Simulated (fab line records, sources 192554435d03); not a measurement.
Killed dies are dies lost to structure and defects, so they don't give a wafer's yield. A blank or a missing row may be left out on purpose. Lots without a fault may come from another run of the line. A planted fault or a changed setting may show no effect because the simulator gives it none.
Which tool did it? | flow n5_finfet | 6 lots, 17 wafers sampled, at 5 steps of a route of 1938

WHAT THE GAUGES READ, wafer by wafer
N5_BEOL_M5_THK_MEAS_01.
lot  | measured     | on            | M5_ILD_THK (nm)
L288 | day 9 14:33  | film_metro-01 | 118.8 119.4 121.2
L291 | day 9 17:21  | film_metro-02 | 117.6 120.5 117.9
L293 | day 10 22:17 | film_metro-01 | 119.4 122.4 122.9
L299 | day 12 10:20 | film_metro-01 | 120.6 95.8
L308 | day 14 05:26 | film_metro-01 | 120.5 122.8 119.8
L310 | day 15 03:36 | film_metro-02 | 123.3 119.9 122.2

WHICH TOOL RAN EACH LOT (tool, then ch and the chambers of the sampled wafers, then the start)
lot  | N5_BEOL_M4_SPUTTER_86        | N5_BEOL_M4_ANNEAL_93         | N5_BEOL_M4_ANNEAL_95         | N5_BEOL_M5_ILD_DEP_00
L288 | pvd_sputter-03, day 9 10:08  | pvd_sputter-03, day 9 10:52  | pvd_sputter-03, day 9 11:05  | pecvd-04 ch 0,2, day 9 13:59
L291 | pvd_sputter-03, day 9 13:31  | pvd_sputter-03, day 9 14:15  | pvd_sputter-03, day 9 14:28  | pecvd-04 ch 0,1,2, day 9 16:47
L293 | pvd_sputter-01, day 10 18:31 | pvd_sputter-01, day 10 19:16 | pvd_sputter-01, day 10 19:29 | pecvd-02 ch 0,1, day 10 21:41
L299 | pvd_sputter-01, day 12 06:38 | pvd_sputter-01, day 12 07:24 | pvd_sputter-01, day 12 07:37 | pecvd-04 ch 0,1, day 12 09:47
L308 | pvd_sputter-03, day 14 01:42 | pvd_sputter-03, day 14 02:26 | pvd_sputter-03, day 14 02:40 | pecvd-02 ch 0,2, day 14 04:52
L310 | pvd_sputter-03, day 14 23:47 | pvd_sputter-03, day 15 00:31 | pvd_sputter-03, day 15 00:44 | pecvd-02 ch 0,2, day 15 03:01
- N5_BEOL_M4_SPUTTER_86: material Cu, target thk 4.5 nm, time 8.29 s.
- N5_BEOL_M4_ANNEAL_93: time 240 s.
- N5_BEOL_M4_ANNEAL_95: time 240 s.
- N5_BEOL_M5_ILD_DEP_00: deposits SiCOH lowk from DEMS/porogen, target thk 140.64 nm, time 25.9 s.

THE ANSWER, worked out from the rows above alone
Rule: what is usual is taken from the lots themselves. Put in order of their means at a reading, lots are off if they are a third of the lots or fewer, leave a main group of 4 or more, and stand apart from it by a gap of 3 or more times the standard deviation of the main group's means; of several such gaps the widest counts. A main group whose means are all the same, to the digits that the tables above print for the reading, isn't used. A lot without any number at a reading at which 4 lots or more have one is off too. The other lots that the step has rows for count as sound.
Off: L299, at N5_BEOL_M5_THK_MEAS_01 (M5_ILD_THK). The main group: mean 120.6 nm, standard deviation 1.2.
A tool fits if, at a process step before that reading, it ran every lot that is off, and no sound lot after the first of them. The gauges at N5_BEOL_M5_THK_MEAS_01 are tried like those tools. Can't be told from this: 2 tools fit, pvd_sputter-01 at N5_BEOL_M4_SPUTTER_86 and N5_BEOL_M4_ANNEAL_93 and N5_BEOL_M4_ANNEAL_95, pecvd-04 at N5_BEOL_M5_ILD_DEP_00.

WHAT THE SIMULATOR HAD PUT IN
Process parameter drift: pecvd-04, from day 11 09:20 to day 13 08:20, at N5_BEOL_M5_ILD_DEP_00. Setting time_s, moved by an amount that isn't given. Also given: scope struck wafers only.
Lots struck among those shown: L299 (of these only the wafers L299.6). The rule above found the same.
